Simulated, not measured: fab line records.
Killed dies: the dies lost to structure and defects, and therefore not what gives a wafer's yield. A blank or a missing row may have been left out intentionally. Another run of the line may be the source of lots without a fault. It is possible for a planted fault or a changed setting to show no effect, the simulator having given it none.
Chamber matching :: flow nand-harc :: NHARC_A_STAIRCASE_STRIP_476 on rie-diel-12 has 4 sister chambers
The step strips in O2, time 20 s. 4 wafers are shown with their chamber, then 12 later ones without.

WAFERS, EACH WITH ITS CHAMBER
wafer: L085.6
chamber: 0
drypump-motor-current-A (A): 6.4

wafer: L087.1
chamber: 1
drypump-motor-current-A (A): 6.5

wafer: L087.4
chamber: 2
drypump-motor-current-A (A): 5.4

wafer: L087.6
chamber: 3
drypump-motor-current-A (A): 5.9

WAFERS WITHOUT THEIR CHAMBER
wafer: L091.1
drypump-motor-current-A (A): 6.3

wafer: L091.2
drypump-motor-current-A (A): 5.9

wafer: L091.3
drypump-motor-current-A (A): 5.5

wafer: L091.4
drypump-motor-current-A (A): 6.6

wafer: L091.5
drypump-motor-current-A (A): 5.5

wafer: L091.6
drypump-motor-current-A (A): 6.6

wafer: L096.1
drypump-motor-current-A (A): 5.8

wafer: L096.3
drypump-motor-current-A (A): 5.5

wafer: L096.5
drypump-motor-current-A (A): 6.6

wafer: L094.1
drypump-motor-current-A (A): 5.5

wafer: L094.4
drypump-motor-current-A (A): 6.6

wafer: L094.5
drypump-motor-current-A (A): 5.4

EACH ONE'S CHAMBER
wafer: L091.1
from the rows above: can't be placed: 0 or 1
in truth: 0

wafer: L091.2
from the rows above: 3
in truth: 3

wafer: L091.3
from the rows above: 2
in truth: 2

wafer: L091.4
from the rows above: can't be placed: 1 or 0
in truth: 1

wafer: L091.5
from the rows above: 2
in truth: 2

wafer: L091.6
from the rows above: can't be placed: 1 or 0
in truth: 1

wafer: L096.1
from the rows above: 3
in truth: 3

wafer: L096.3
from the rows above: 2
in truth: 2

wafer: L096.5
from the rows above: can't be placed: 1 or 0
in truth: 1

wafer: L094.1
from the rows above: 2
in truth: 2

wafer: L094.4
from the rows above: can't be placed: 1 or 0
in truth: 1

wafer: L094.5
from the rows above: 2
in truth: 2
7 of 12 placed correctly. Unplaceable from these rows: 5, with the true chamber sitting among the candidates in 5. 0 placed wrongly.
How it was worked out, from the rows above alone: a wafer's distance from a chamber is the root of the sum, over the readings, of the square of ((its reading less the chamber's mean) divided by the reading's scatter). If the next closest chamber is less than 2 further off than the closest, the wafer can't be placed; otherwise it belongs to the closest. The mean given for a chamber averages the wafers shown for that chamber. The scatter: with one shown wafer a chamber, the root of the mean of the squares of how far each hidden wafer lies from its nearest shown one.
